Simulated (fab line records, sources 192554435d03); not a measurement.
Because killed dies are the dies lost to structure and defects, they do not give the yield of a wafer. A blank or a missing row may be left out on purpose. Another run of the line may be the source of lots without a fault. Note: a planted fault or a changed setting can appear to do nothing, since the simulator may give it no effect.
fab line records -- flow n5Finfet -- part 1 of 2: steps 1 to 4 of 6
record: lots: 23, wafers: 69, lastDay: 20
route steps=1938 shown FIN_SAQP@144 FIN_CUT@169
lots that met no fault: from a run of the same line without faults
startH: hours from the record's opening day to when the first of the lot's shown wafers began -- waitH: how many hours have passed since the lot's step before this one -- " same as the row above -- L1.1+2: several wafers, shown together as one row -- - no value, or no start given -- * or withheld: withheld -- < > ~ a bound
route shown NAME@n: names a module that has steps shown in the file, with the first one's number in the route -- usual: mean and standard deviation over wafers with no fault -- same: alike in all rows -- chamber/n: place in a boat -- sites: per-site readings -- _std_site: the values' standard deviation -- _edge_site: inner sites' mean taken away from outer sites' mean -- radiusMm: how far each site lies from the wafer's centre -- mask NAME#n: copy n -- behind: the last tool/chamber to shape the wafer -- hold: cause of the lot's hold/its duration in hours/its outcome -- device: the transistor (n, p or np) that didn't switch -- end of line: the route-end tests of the same wafers -- step lacking rows: just its recipe -- killed: at the first sort, the dies lost to defects and structure; wafer yield is something else -- map: per-die view of a wafer (x killed, . not killed, _ where there is no die)
set.NAME: setting as actually run; set.NAME@STEP: the setting as run at that earlier step -- model.NAME: the simulator's own value behind a step, which no gauge read
route steps across a sampled set of lots; one table per step, one row per wafer
services: the hour from which a tool's chamber was out of use, counted from the record's first day as startH (under 0 if before that day), plus the number of hours and why
== steps ==
step: N5_FIN_SAQP_STRIP_77
recipe: chemistry: N2/H2, timeS: 90, powerW: 100, tempC: 40, pressureMtorr: 100, rfFrequencyHz: 6e+07, biasPowerW: 3, n2FlowSccm: 300, h2FlowSccm: 300
usual: drypumpMotorCurrentA: 5.7/0.38, oesProductAu: 0.79/0.098, rfVppV: 45.4/0.85, showerheadPlenumPTorr: 3.43/0.11, throttleValvePct: 12.11/0.25
lot.wafer,tool,chamber,startH,waitH,drypumpMotorCurrentA,oesProductAu,rfHoursCounterH,rfVppV,showerheadPlenumPTorr,throttleValvePct
L074.2,rieDiel-01,1,26.15,0.0,5.3,0.76,159,44.9,3.49,12.25
L074.4,rieDiel-01,0,26.15,0.0,5.9,0.69,-,44.4,3.20,12.16
L074.6,rieDiel-01,1,26.15,0.0,5.3,0.77,-,45.1,3.49,12.26
L075.2,rieDiel-01,0,32.51,0.0,5.9,0.70,231,44.6,3.19,12.15
L075.4,rieDiel-01,1,32.51,0.0,5.3,0.76,-,44.7,3.49,12.26
L075.5,rieDiel-01,0,32.51,0.0,5.9,0.69,-,44.6,3.19,12.16
L076.3,rieDiel-06,2,40.16,0.0,5.6,0.71,202,46.0,3.50,12.20
L076.4,rieDiel-06,1,40.16,0.0,5.6,0.90,29,44.4,3.43,11.99
L076.5,rieDiel-06,1,40.16,0.0,5.6,0.90,-,46.5,3.43,12.00
L077.1,rieDiel-04,2,44.19,0.0,5.9,0.77,152,44.2,3.36,12.26
L077.5,rieDiel-04,1,44.19,0.0,6.2,0.76,-,45.0,3.51,12.45
L077.6,rieDiel-04,2,44.19,0.0,5.9,0.77,-,46.4,3.36,12.25
L078.1,rieDiel-04,2,50.25,0.0,6.0,0.76,154,45.2,3.36,12.25
L078.4,rieDiel-04,1,50.25,0.0,6.3,0.76,151,44.9,3.51,12.44
L078.5,rieDiel-04,1,50.25,0.0,6.2,0.75,-,46.8,3.51,12.44
L079.1,rieDiel-06,2,56.84,0.0,5.6,0.71,209,45.4,3.49,12.23
L079.2,rieDiel-06,3,56.84,0.0,4.9,0.73,166,44.6,3.23,12.11
L079.3,rieDiel-06,0,56.84,0.0,5.2,0.72,226,46.2,3.44,11.94
L080.1,rieDiel-04,0,61.89,0.0,6.1,0.69,237,47.0,3.46,12.25
L080.2,rieDiel-04,1,61.89,0.0,6.2,0.74,154,45.1,3.51,12.44
L080.4,rieDiel-04,2,61.89,0.0,5.9,0.77,158,44.6,3.36,12.27
L081.2,rieDiel-06,3,68.26,0.0,5.0,0.73,170,45.7,3.23,12.11
L081.3,rieDiel-06,2,68.26,0.0,5.6,0.70,212,45.2,3.49,12.23
L081.4,rieDiel-06,0,68.26,0.0,5.2,0.72,230,46.3,3.44,11.94
L082.3,rieDiel-01,0,73.87,0.0,5.9,0.68,243,45.2,3.19,12.19
L082.5,rieDiel-01,3,73.87,0.0,5.2,0.93,-,46.4,3.44,11.78
L082.6,rieDiel-01,0,73.87,0.0,5.9,0.69,-,45.4,3.19,12.18
L083.1,rieDiel-01,0,81.01,0.0,5.9,0.68,246,44.4,3.19,12.20
L083.3,rieDiel-01,3,81.01,0.0,5.3,0.93,13,45.5,3.44,11.79
L083.5,rieDiel-01,2,81.01,0.0,5.9,0.89,-,44.9,3.58,11.83
L084.3,rieDiel-01,0,89.44,0.0,5.9,0.68,248,45.1,3.19,12.19
L084.5,rieDiel-01,2,89.44,0.0,6.0,0.88,-,44.0,3.58,11.82
L084.6,rieDiel-01,3,89.44,0.0,5.3,0.92,-,46.0,3.44,11.78
L085.3,rieDiel-06,3,94.21,0.0,5.0,0.73,176,46.3,3.22,12.11
L085.4,rieDiel-06,2,94.21,0.0,5.6,0.70,218,45.9,3.49,12.25
L085.6,rieDiel-06,0,94.21,0.0,5.2,0.71,-,46.4,3.43,11.98
L086.2,rieDiel-04,1,100.07,0.0,6.2,0.75,167,44.8,3.50,12.47
L086.3,rieDiel-04,2,100.07,0.0,5.9,0.76,171,44.6,3.35,12.30
L086.5,rieDiel-04,3,100.07,0.0,5.5,0.68,-,46.0,3.44,12.20
L087.1,rieDiel-06,0,104.83,0.0,5.2,0.71,240,45.8,3.43,11.99
L087.2,rieDiel-06,2,104.83,0.0,5.7,0.70,222,45.3,3.49,12.27
L087.5,rieDiel-06,3,104.83,0.0,4.9,0.72,-,44.5,3.22,12.14
L088.1,rieDiel-04,1,109.76,0.0,6.2,0.73,172,45.8,3.50,12.48
L088.3,rieDiel-04,2,109.76,0.0,6.0,0.74,175,45.1,3.35,12.32
L088.6,rieDiel-04,2,109.76,0.0,5.9,0.74,-,45.5,3.35,12.30
L090.4,rieDiel-04,2,122.50,0.0,5.9,0.74,180,45.2,3.34,12.32
L090.5,rieDiel-04,1,122.50,0.0,6.3,0.73,-,45.7,3.50,12.50
L090.6,rieDiel-04,0,122.50,0.0,6.1,1.01,-,45.7,3.45,11.67
L091.2,rieDiel-04,0,128.39,0.0,6.1,0.99,5,44.8,3.45,11.67
L091.4,rieDiel-04,1,128.39,0.0,6.3,0.73,178,46.7,3.50,12.51
L091.6,rieDiel-04,0,128.39,0.0,6.1,0.99,-,45.1,3.45,11.67
L092.3,rieDiel-01,0,135.14,0.0,5.9,0.96,3,45.8,3.59,11.58
L092.4,rieDiel-01,2,135.14,0.0,5.9,0.86,45,45.1,3.58,11.85
L092.5,rieDiel-01,0,135.14,0.0,5.9,0.97,-,45.2,3.59,11.60
L093.1,rieDiel-04,1,140.70,0.0,6.3,0.74,183,45.1,3.49,12.52
L093.2,rieDiel-04,2,140.70,0.0,5.9,0.74,188,44.4,3.34,12.34
L093.6,rieDiel-04,0,140.70,0.0,6.1,0.98,-,45.5,3.45,11.67
L094.1,rieDiel-04,0,147.08,0.0,6.1,0.97,14,45.3,3.45,11.68
L094.2,rieDiel-04,2,147.08,0.0,6.0,0.74,191,46.6,3.34,12.34
L094.6,rieDiel-04,2,147.08,0.0,6.0,0.74,-,44.2,3.34,12.35
L095.2,rieDiel-06,3,153.29,0.0,4.9,0.72,196,47.8,3.21,12.18
L095.3,rieDiel-06,1,153.29,0.0,5.6,0.84,67,44.3,3.41,12.10
L095.6,rieDiel-06,3,153.29,0.0,4.9,0.71,-,45.3,3.21,12.18
L096.1,rieDiel-06,3,158.39,0.0,5.0,0.71,198,45.2,3.21,12.19
L096.2,rieDiel-06,1,158.39,0.0,5.6,0.83,69,46.4,3.41,12.10
L096.4,rieDiel-06,3,158.39,0.0,5.0,0.72,-,45.2,3.21,12.17
L097.1,rieDiel-04,1,167.25,0.0,6.2,0.72,195,46.4,3.49,12.55
L097.2,rieDiel-04,2,167.25,0.0,5.9,0.74,196,45.0,3.33,12.36
L097.4,rieDiel-04,3,167.25,0.0,5.5,0.94,5,44.0,3.43,11.60
step: N5_FIN_SAQP_CD_MEAS_37
recipe: targetCdNm: 8, polarity: line
usual: cdNm: 8.03/0.28
lot.wafer,tool,chamber,startH,waitH,cdNm
L074.2,cdSem-03,-,26.47,0.1,8.28
L074.4,cdSem-03,-,26.47,0.1,7.94
L074.6,cdSem-03,-,26.47,0.1,8.17
L075.2,cdSem-01,-,32.82,0.1,8.06
L075.4,cdSem-01,-,32.82,0.1,8.19
L075.5,cdSem-01,-,32.82,0.1,7.77
L076.3,cdSem-03,-,40.48,0.1,7.68
L076.4,cdSem-03,-,40.48,0.1,8.05
L076.5,cdSem-03,-,40.48,0.1,8.16
L077.1,cdSem-01,-,44.50,0.1,8.24
L077.5,cdSem-01,-,44.50,0.1,7.67
L077.6,cdSem-01,-,44.50,0.1,7.94
L078.1,cdSem-03,-,50.56,0.1,8.57
L078.4,cdSem-03,-,50.56,0.1,8.29
L078.5,cdSem-03,-,50.56,0.1,8.41
L079.1,cdSem-02,-,57.16,0.1,7.70
L079.2,cdSem-02,-,57.16,0.1,8.34
L079.3,cdSem-02,-,57.16,0.1,7.62
L080.1,cdSem-03,-,62.20,0.1,8.05
L080.2,cdSem-03,-,62.20,0.1,8.33
L080.4,cdSem-03,-,62.20,0.1,8.34
L081.2,cdSem-02,-,68.58,0.1,8.07
L081.3,cdSem-02,-,68.58,0.1,7.96
L081.4,cdSem-02,-,68.58,0.1,7.78
L082.3,cdSem-01,-,74.19,0.1,7.72
L082.5,cdSem-01,-,74.19,0.1,7.61
L082.6,cdSem-01,-,74.19,0.1,7.74
L083.1,cdSem-03,-,81.32,0.1,7.74
L083.3,cdSem-03,-,81.32,0.1,7.94
L083.5,cdSem-03,-,81.32,0.1,7.90
L084.3,cdSem-02,-,89.76,0.1,7.83
L084.5,cdSem-02,-,89.76,0.1,8.04
L084.6,cdSem-02,-,89.76,0.1,7.32
L085.3,cdSem-02,-,94.53,0.1,8.12
L085.4,cdSem-02,-,94.53,0.1,7.70
L085.6,cdSem-02,-,94.53,0.1,7.75
L086.2,cdSem-03,-,100.38,0.1,8.05
L086.3,cdSem-03,-,100.38,0.1,8.42
L086.5,cdSem-03,-,100.38,0.1,8.22
L087.1,cdSem-02,-,105.14,0.1,7.74
L087.2,cdSem-02,-,105.14,0.1,7.82
L087.5,cdSem-02,-,105.14,0.1,8.02
L088.1,cdSem-01,-,110.08,0.1,8.61
L088.3,cdSem-01,-,110.08,0.1,7.94
L088.6,cdSem-01,-,110.08,0.1,7.99
L090.4,cdSem-02,-,122.82,0.1,8.07
L090.5,cdSem-02,-,122.82,0.1,8.12
L090.6,cdSem-02,-,122.82,0.1,8.01
L091.2,cdSem-02,-,128.71,0.1,8.53
L091.4,cdSem-02,-,128.71,0.1,8.06
L091.6,cdSem-02,-,128.71,0.1,8.30
L092.3,cdSem-01,-,135.46,0.1,8.04
L092.4,cdSem-01,-,135.46,0.1,8.24
L092.5,cdSem-01,-,135.46,0.1,8.32
L093.1,cdSem-02,-,141.01,0.1,8.10
L093.2,cdSem-02,-,141.01,0.1,8.24
L093.6,cdSem-02,-,141.01,0.1,8.39
L094.1,cdSem-03,-,147.39,0.1,7.90
L094.2,cdSem-03,-,147.39,0.1,7.95
L094.6,cdSem-03,-,147.39,0.1,7.55
L095.2,cdSem-01,-,153.60,0.1,8.29
L095.3,cdSem-01,-,153.60,0.1,8.16
L095.6,cdSem-01,-,153.60,0.1,8.16
L096.1,cdSem-01,-,158.70,0.1,7.71
L096.2,cdSem-01,-,158.70,0.1,8.15
L096.4,cdSem-01,-,158.70,0.1,8.42
L097.1,cdSem-03,-,167.57,0.1,7.83
L097.2,cdSem-03,-,167.57,0.1,7.73
L097.4,cdSem-03,-,167.57,0.1,7.78
step: N5_FIN_CUT_ETCH_21
recipe: chemistry: N2/H2, target: SOC, targetDepthA: 2190, overetchA: 438, maskMaterial: SiARC, tempC: 40, ionEnergyEv: 100, biasW: 61, timeS: 523.5, pressureMtorr: 30, sourceW: 850, n2FlowSccm: 200, h2FlowSccm: 200
usual: drypumpMotorCurrentA: 5.6/0.48, oesProductAu: 0.69/0.055, rfVppV: 241.0/1.4, showerheadPlenumPTorr: 2.55/0.096, throttleValvePct: 17.66/0.14
lot.wafer,tool,chamber,startH,waitH,drypumpMotorCurrentA,oesProductAu,rfHoursCounterH,rfVppV,showerheadPlenumPTorr,throttleValvePct
L074.2,rieDiel-05,3,27.16,0.0,5.0,0.67,182,242.0,2.61,17.54
L074.4,rieDiel-05,0,27.16,0.0,5.6,0.67,206,241.1,2.52,17.93
L074.6,rieDiel-05,2,27.16,0.0,5.6,0.64,-,239.8,2.41,17.72
L075.2,rieDiel-02,1,33.72,0.0,6.4,0.75,89,240.7,2.45,17.72
L075.4,rieDiel-02,0,33.72,0.0,5.0,0.67,192,242.2,2.63,17.57
L075.5,rieDiel-02,3,33.72,0.0,6.0,0.70,-,239.2,2.42,17.54
L076.3,rieDiel-02,3,41.29,0.0,6.0,0.71,148,238.9,2.42,17.53
L076.4,rieDiel-02,1,41.29,0.0,6.4,0.74,91,239.7,2.45,17.74
L076.5,rieDiel-02,2,41.29,0.0,5.6,0.71,-,243.5,2.65,17.64
L077.1,rieDiel-05,0,45.15,0.0,5.5,0.67,212,241.7,2.52,17.93
L077.5,rieDiel-05,3,45.15,0.0,5.0,0.67,-,243.3,2.61,17.55
L077.6,rieDiel-05,0,45.15,0.0,5.5,0.67,-,239.6,2.52,17.94
L078.1,rieDiel-03,2,51.61,0.0,5.7,0.65,200,243.1,2.63,17.71
L078.4,rieDiel-03,3,51.61,0.0,5.2,0.81,20,241.3,2.60,17.58
L078.5,rieDiel-03,0,51.61,0.0,5.1,0.68,-,241.6,2.63,17.64
L079.1,rieDiel-02,2,57.98,0.0,5.6,0.71,149,241.7,2.65,17.66
L079.2,rieDiel-02,3,57.98,0.0,6.0,0.71,152,239.9,2.42,17.55
L079.3,rieDiel-02,0,57.98,0.0,5.0,0.66,199,241.6,2.63,17.57
L080.1,rieDiel-02,3,63.13,0.0,6.0,0.70,153,238.7,2.41,17.57
L080.2,rieDiel-02,2,63.13,0.0,5.6,0.70,150,241.8,2.65,17.65
L080.4,rieDiel-02,1,63.13,0.0,6.4,0.74,97,240.8,2.45,17.74
L081.2,rieDiel-02,0,69.41,0.0,5.0,0.66,202,242.4,2.63,17.57
L081.3,rieDiel-02,2,69.41,0.0,5.6,0.70,152,241.3,2.65,17.67
L081.4,rieDiel-02,3,69.41,0.0,6.0,0.71,155,238.2,2.41,17.55
L082.3,rieDiel-02,2,74.83,0.0,5.6,0.71,153,242.0,2.65,17.67
L082.5,rieDiel-02,1,74.83,0.0,6.4,0.73,-,240.5,2.45,17.73
L082.6,rieDiel-02,0,74.83,0.0,5.0,0.66,-,242.3,2.62,17.58
L083.1,rieDiel-03,0,81.98,0.0,5.1,0.68,174,242.0,2.63,17.66
L083.3,rieDiel-03,3,81.98,0.0,5.2,0.80,29,242.1,2.60,17.61
L083.5,rieDiel-03,2,81.98,0.0,5.6,0.64,-,242.7,2.63,17.75
L084.3,rieDiel-03,2,90.40,0.0,5.7,0.64,211,241.1,2.62,17.74
L084.5,rieDiel-03,2,90.40,0.0,5.6,0.64,-,242.9,2.62,17.75
L084.6,rieDiel-03,1,90.40,0.0,6.4,0.63,-,239.7,2.49,17.62
L085.3,rieDiel-05,2,95.30,0.0,5.6,0.63,221,240.6,2.40,17.76
L085.4,rieDiel-05,0,95.30,0.0,5.6,0.65,225,239.7,2.51,17.95
L085.6,rieDiel-05,3,95.30,0.0,5.0,0.66,-,241.6,2.60,17.56
L086.2,rieDiel-03,3,101.16,0.0,5.2,0.80,32,239.4,2.60,17.60
L086.3,rieDiel-03,1,101.16,0.0,6.3,0.64,237,240.8,2.49,17.63
L086.5,rieDiel-03,0,101.16,0.0,5.1,0.68,-,241.5,2.63,17.68
L087.1,rieDiel-05,1,105.84,0.0,5.4,0.83,27,241.4,2.70,17.36
L087.2,rieDiel-05,0,105.84,0.0,5.6,0.66,227,240.5,2.51,17.96
L087.5,rieDiel-05,1,105.84,0.0,5.5,0.83,-,243.2,2.70,17.36
L088.1,rieDiel-05,0,110.85,0.0,5.6,0.66,230,239.2,2.51,17.97
L088.3,rieDiel-05,2,110.85,0.0,5.6,0.63,225,240.5,2.40,17.77
L088.6,rieDiel-05,0,110.85,0.0,5.6,0.66,-,240.5,2.51,17.97
L090.4,rieDiel-02,3,123.58,0.0,6.0,0.69,170,239.4,2.41,17.58
L090.5,rieDiel-02,0,123.58,0.0,5.1,0.66,-,242.1,2.62,17.59
L090.6,rieDiel-02,3,123.58,0.0,6.0,0.69,-,237.8,2.41,17.59
L091.2,rieDiel-05,3,129.48,0.0,5.0,0.65,207,240.7,2.60,17.57
L091.4,rieDiel-05,2,129.48,0.0,5.6,0.63,230,239.1,2.39,17.78
L091.6,rieDiel-05,0,129.48,0.0,5.6,0.65,-,241.1,2.51,17.99
L092.3,rieDiel-05,0,136.57,0.0,5.6,0.65,238,241.2,2.51,17.98
L092.4,rieDiel-05,3,136.57,0.0,5.0,0.64,210,241.7,2.60,17.58
L092.5,rieDiel-05,0,136.57,0.0,5.6,0.65,-,241.2,2.51,17.99
L093.1,rieDiel-02,1,141.67,0.0,6.5,0.72,116,240.2,2.44,17.76
L093.2,rieDiel-02,0,141.67,0.0,5.0,0.65,223,241.3,2.62,17.60
L093.6,rieDiel-02,0,141.67,0.0,5.0,0.65,-,242.5,2.62,17.62
L094.1,rieDiel-03,3,148.04,0.0,5.2,0.77,43,240.0,2.59,17.60
L094.2,rieDiel-03,1,148.04,0.0,6.4,0.63,248,239.8,2.49,17.65
L094.6,rieDiel-03,3,148.04,0.0,5.2,0.77,-,240.9,2.59,17.62
L095.2,rieDiel-03,1,154.38,0.0,6.4,0.63,250,241.1,2.49,17.65
L095.3,rieDiel-03,2,154.38,0.0,5.6,0.64,226,241.4,2.62,17.78
L095.6,rieDiel-03,2,154.38,0.0,5.7,0.63,-,240.3,2.62,17.77
L096.1,rieDiel-02,0,159.36,0.0,5.0,0.65,227,242.3,2.61,17.62
L096.2,rieDiel-02,2,159.36,0.0,5.6,0.69,177,241.9,2.64,17.69
L096.4,rieDiel-02,3,159.36,0.0,6.0,0.68,-,239.3,2.40,17.61
L097.1,rieDiel-02,3,168.22,0.0,6.0,0.68,185,237.7,2.40,17.62
L097.2,rieDiel-02,0,168.22,0.0,5.0,0.65,231,241.0,2.61,17.62
L097.4,rieDiel-02,2,168.22,0.0,5.6,0.68,181,243.2,2.64,17.69
step: N5_FIN_CUT_STRIP_24
recipe: chemistry: CF4, resist: SiARC, powerW: 300, biasPowerW: 75, pressureMtorr: 50, cf4FlowSccm: 150, rfFrequencyHz: 6e+07
usual: drypumpMotorCurrentA: 5.6/0.48, oesProductAu: 0.74/0.059, rfVppV: 271.4/1.5, showerheadPlenumPTorr: 1.81/0.054, throttleValvePct: 13.56/0.18
lot.wafer,tool,chamber,startH,waitH,drypumpMotorCurrentA,oesProductAu,rfHoursCounterH,rfVppV,showerheadPlenumPTorr,throttleValvePct
L074.2,rieDiel-05,3,27.48,0.0,4.9,0.72,182,272.6,1.85,13.54
L074.4,rieDiel-05,0,27.48,0.0,5.5,0.72,206,272.4,1.77,13.84
L074.6,rieDiel-05,2,27.48,0.0,5.6,0.68,-,270.0,1.72,13.70
L075.2,rieDiel-02,1,34.04,0.0,6.4,0.79,89,270.8,1.76,13.65
L075.4,rieDiel-02,0,34.04,0.0,5.0,0.72,192,272.6,1.86,13.42
L075.5,rieDiel-02,3,34.04,0.0,6.0,0.77,-,268.8,1.74,13.67
L076.3,rieDiel-02,3,41.62,0.0,6.0,0.76,148,271.4,1.74,13.64
L076.4,rieDiel-02,1,41.62,0.0,6.4,0.80,91,270.8,1.76,13.64
L076.5,rieDiel-02,2,41.62,0.0,5.6,0.76,-,273.0,1.86,13.38
L077.1,rieDiel-05,0,45.48,0.0,5.6,0.71,212,269.4,1.77,13.84
L077.5,rieDiel-05,3,45.48,0.0,4.9,0.71,-,272.4,1.85,13.56
L077.6,rieDiel-05,0,45.48,0.0,5.6,0.71,-,270.1,1.77,13.84
L078.1,rieDiel-03,2,51.94,0.0,5.6,0.70,200,273.4,1.83,13.48
L078.4,rieDiel-03,3,51.94,0.0,5.1,0.87,20,272.2,1.83,13.23
L078.5,rieDiel-03,0,51.94,0.0,5.1,0.74,-,272.6,1.86,13.59
L079.1,rieDiel-02,2,58.31,0.0,5.6,0.76,149,272.4,1.86,13.38
L079.2,rieDiel-02,3,58.31,0.0,6.0,0.76,152,269.1,1.74,13.67
L079.3,rieDiel-02,0,58.31,0.0,5.0,0.71,199,273.0,1.86,13.40
L080.1,rieDiel-02,3,63.45,0.0,6.0,0.76,154,269.9,1.74,13.67
L080.2,rieDiel-02,2,63.45,0.0,5.5,0.76,150,273.0,1.86,13.40
L080.4,rieDiel-02,1,63.45,0.0,6.4,0.79,97,268.8,1.75,13.68
L081.2,rieDiel-02,0,69.73,0.0,5.0,0.72,202,272.1,1.86,13.43
L081.3,rieDiel-02,2,69.73,0.0,5.6,0.76,152,272.3,1.86,13.41
L081.4,rieDiel-02,3,69.73,0.0,6.0,0.76,155,269.6,1.74,13.68
L082.3,rieDiel-02,2,75.16,0.0,5.6,0.75,153,272.6,1.86,13.39
L082.5,rieDiel-02,1,75.16,0.0,6.4,0.79,-,269.9,1.75,13.67
L082.6,rieDiel-02,0,75.16,0.0,5.0,0.71,-,271.1,1.86,13.45
L083.1,rieDiel-03,0,82.31,0.0,5.1,0.73,174,273.0,1.86,13.60
L083.3,rieDiel-03,3,82.31,0.0,5.2,0.86,29,273.3,1.83,13.23
L083.5,rieDiel-03,2,82.31,0.0,5.6,0.69,-,273.8,1.83,13.50
L084.3,rieDiel-03,2,90.72,0.0,5.7,0.68,211,272.8,1.83,13.51
L084.5,rieDiel-03,2,90.72,0.0,5.7,0.68,-,272.8,1.83,13.51
L084.6,rieDiel-03,1,90.72,0.0,6.3,0.68,-,270.6,1.77,13.54
L085.3,rieDiel-05,2,95.62,0.0,5.6,0.68,221,268.8,1.71,13.75
L085.4,rieDiel-05,0,95.62,0.0,5.6,0.71,225,271.4,1.77,13.86
L085.6,rieDiel-05,3,95.62,0.0,4.9,0.71,-,272.6,1.84,13.59
L086.2,rieDiel-03,3,101.48,0.0,5.2,0.85,32,271.8,1.82,13.25
L086.3,rieDiel-03,1,101.48,0.0,6.3,0.68,237,270.9,1.77,13.55
L086.5,rieDiel-03,0,101.48,0.0,5.1,0.73,-,272.5,1.86,13.61
L087.1,rieDiel-05,1,106.16,0.0,5.4,0.89,27,273.3,1.89,13.22
L087.2,rieDiel-05,0,106.16,0.0,5.5,0.71,228,270.2,1.77,13.86
L087.5,rieDiel-05,1,106.16,0.0,5.4,0.89,-,273.2,1.89,13.21
L088.1,rieDiel-05,0,111.17,0.0,5.5,0.70,230,269.0,1.77,13.86
L088.3,rieDiel-05,2,111.17,0.0,5.6,0.67,225,271.2,1.71,13.72
L088.6,rieDiel-05,0,111.17,0.0,5.5,0.71,-,270.9,1.77,13.88
L090.4,rieDiel-02,3,123.91,0.0,6.0,0.74,170,268.8,1.74,13.70
L090.5,rieDiel-02,0,123.91,0.0,5.0,0.70,-,270.6,1.85,13.46
L090.6,rieDiel-02,3,123.91,0.0,6.0,0.74,-,269.3,1.74,13.70
L091.2,rieDiel-05,3,129.80,0.0,4.9,0.70,207,272.3,1.84,13.59
L091.4,rieDiel-05,2,129.80,0.0,5.6,0.67,230,269.7,1.71,13.75
L091.6,rieDiel-05,0,129.80,0.0,5.6,0.70,-,271.8,1.77,13.87
L092.3,rieDiel-05,0,136.90,0.0,5.6,0.70,238,271.2,1.77,13.89
L092.4,rieDiel-05,3,136.90,0.0,5.0,0.69,210,272.2,1.84,13.61
L092.5,rieDiel-05,0,136.90,0.0,5.6,0.70,-,269.4,1.77,13.91
L093.1,rieDiel-02,1,141.99,0.0,6.4,0.77,116,270.2,1.75,13.71
L093.2,rieDiel-02,0,141.99,0.0,5.0,0.70,223,272.2,1.85,13.49
L093.6,rieDiel-02,0,141.99,0.0,5.0,0.70,-,273.6,1.85,13.48
L094.1,rieDiel-03,3,148.37,0.0,5.2,0.83,43,271.0,1.82,13.28
L094.2,rieDiel-03,1,148.37,0.0,6.3,0.67,248,269.9,1.76,13.57
L094.6,rieDiel-03,3,148.37,0.0,5.1,0.83,-,270.9,1.82,13.28
L095.2,rieDiel-03,1,154.70,0.0,6.4,0.68,250,270.2,1.76,13.56
L095.3,rieDiel-03,2,154.70,0.0,5.6,0.68,226,270.5,1.82,13.54
L095.6,rieDiel-03,2,154.70,0.0,5.6,0.69,-,272.9,1.82,13.55
L096.1,rieDiel-02,0,159.68,0.0,5.0,0.70,228,273.7,1.85,13.48
L096.2,rieDiel-02,2,159.68,0.0,5.6,0.74,177,271.6,1.85,13.45
L096.4,rieDiel-02,3,159.68,0.0,6.0,0.74,-,270.2,1.73,13.74
L097.1,rieDiel-02,3,168.55,0.0,6.0,0.73,186,269.0,1.73,13.74
L097.2,rieDiel-02,0,168.55,0.0,5.0,0.69,231,272.7,1.85,13.50
L097.4,rieDiel-02,2,168.55,0.0,5.6,0.74,181,271.5,1.85,13.43
